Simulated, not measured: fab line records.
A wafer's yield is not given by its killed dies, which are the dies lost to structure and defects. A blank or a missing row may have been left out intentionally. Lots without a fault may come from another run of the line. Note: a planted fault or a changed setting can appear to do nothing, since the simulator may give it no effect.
Matching of chambers | flow nandHarc | 4 sister chambers for NHARC_A_BONDPAD_CMP_19 on cmp-01
The step polishes, t overpolish 30 s, cu recess touch 16 s, target thk 169.82 nm. 4 wafers are shown with their chamber, then 8 later ones without.

== EACH WAFER AND ITS CHAMBER ==
wafer  | chamber | motorCurrentA (A)
L101.1 | 2       | 11.2
L100.3 | 0       | 10.5
L100.5 | 3       | 12.4
L104.2 | 1       | 11.8

== WAFERS WITH NO CHAMBER GIVEN ==
wafer  | motorCurrentA (A)
L104.4 | 10.9
L104.6 | 11.3
L114.2 | 11.3
L114.3 | 12.1
L114.6 | 10.8
L116.3 | 9.7
L116.4 | 12.3
L116.6 | 11.3

== CHAMBER TAKEN BY EACH ==
wafer  | from the rows above          | in truth
L104.4 | can't be placed: 2 or 0 or 1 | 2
L104.6 | can't be placed: 2 or 1      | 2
L114.2 | can't be placed: 2 or 1      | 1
L114.3 | can't be placed: 1 or 3 or 2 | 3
L114.6 | can't be placed: 0 or 2      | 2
L116.3 | 0                            | 0
L116.4 | can't be placed: 3 or 1      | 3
L116.6 | can't be placed: 2 or 1      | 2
1 of 8 placed correctly. Can't be placed from these rows: 7 (the true chamber is among the candidates in 7). 0 placed wrongly.
How it was worked out, from the rows above alone: a wafer's distance from a chamber is the root of the sum, over the readings, of the square of ((its reading less the chamber's mean) divided by the reading's scatter). The wafer belongs to the nearest chamber; if the next one is less than 2 further off, it can't be placed. For every chamber, the mean is computed from those of its wafers that are shown. The scatter: with one shown wafer a chamber, the root of the mean of the squares of how far each hidden wafer lies from its nearest shown one.
